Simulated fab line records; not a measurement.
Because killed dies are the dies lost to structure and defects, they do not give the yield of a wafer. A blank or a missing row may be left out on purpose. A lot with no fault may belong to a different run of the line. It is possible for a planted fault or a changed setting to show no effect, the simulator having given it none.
A single fault, viewed from 2 desks || flow nand_harc || only its own numbers are on each desk; what lay behind them is given at the end

## FROM THE METROLOGY DESK
Means of the sampled wafers that have a number, per lot and without regard to the tool the lot ran on: this is what the gauges read. Marked OUT: a lot whose mean sits more than 4 standard deviations from the usual mean, which makes it out of limits; the brackets give that distance.
Columns: A = thk_nm at NHARC_THIN_TSV_THK_MEAS_02, usual 2967 nm
{"lot": "L577", "first seen here": "day 24 07:43", "A": 3017}
{"lot": "L580", "first seen here": "day 24 12:40", "A": 2709}
{"lot": "L581", "first seen here": "day 25 14:52", "A": 3068}
{"lot": "L582", "first seen here": "day 25 16:05", "A": 2843}
{"lot": "L584", "first seen here": "day 26 02:54", "A": 3074}
{"lot": "L583", "first seen here": "day 26 04:06", "A": 3232}
{"lot": "L585", "first seen here": "day 27 13:48", "A": 2549}
{"lot": "L587", "first seen here": "day 27 15:00", "A": 2745}
{"lot": "L586", "first seen here": "day 27 21:14", "A": 2979}
{"lot": "L591", "first seen here": "day 30 00:45", "A": 2895}
{"lot": "L599", "first seen here": "day 33 00:41", "A": 2963}
{"lot": "L600", "first seen here": "day 33 12:23", "A": 2767}
Finding of this desk: none of the 12 lots has anything out of limits.

## AT THE TOOL OWNER'S DESK: rie_diel-11
The tool's own readings at NHARC_A_STAIRCASE_ETCH_271 (etches the open film in CF4/CHF3): means of the sampled wafers that have a number, for each lot that ran on this tool. Marked OUT: a lot whose mean sits more than 4 standard deviations from the usual mean, which makes it out of limits; the brackets give that distance.
Columns: A = chf3_flow_sccm at NHARC_A_STAIRCASE_ETCH_271, usual 30.00 sccm; B = drypump_motor_current_A at NHARC_A_STAIRCASE_ETCH_271, usual 5.7 A; C = oes_product_au at NHARC_A_STAIRCASE_ETCH_271, usual 0.947 a.u.; D = rf_vpp_V at NHARC_A_STAIRCASE_ETCH_271, usual 370.7 V; E = showerhead_plenum_p_Torr at NHARC_A_STAIRCASE_ETCH_271, usual 1.58 Torr; F = throttle_valve_pct at NHARC_A_STAIRCASE_ETCH_271, usual 16.803 %
{"lot": "L577", "first seen here": "day 16 13:08", "A": 29.95, "B": 6.1, "C": 0.974, "D": 374.5, "E": 1.69, "F": 16.804}
{"lot": "L584", "first seen here": "day 18 22:26", "A": 30.09, "B": 6.1, "C": 0.960, "D": 373.3, "E": 1.68, "F": 16.805}
{"lot": "L585", "first seen here": "day 20 07:12", "A": 30.04, "B": 5.9, "C": 0.947, "D": 371.8, "E": 1.63, "F": 16.806}
{"lot": "L587", "first seen here": "day 20 14:54", "A": 30.10, "B": 6.1, "C": 0.931, "D": 372.0, "E": 1.63, "F": 16.800}
{"lot": "L591", "first seen here": "day 22 12:09", "A": 30.03, "B": 5.9, "C": 0.923, "D": 370.9, "E": 1.58, "F": 16.808}
Finding of this desk: none of the 5 lots has anything out of limits.

## TAKEN TOGETHER
At the metrology desk, nothing out of limits was observed.
Nothing out of limits was seen by the tool owner's desk.

## WHAT HAD BEEN PUT IN BY THE SIMULATOR
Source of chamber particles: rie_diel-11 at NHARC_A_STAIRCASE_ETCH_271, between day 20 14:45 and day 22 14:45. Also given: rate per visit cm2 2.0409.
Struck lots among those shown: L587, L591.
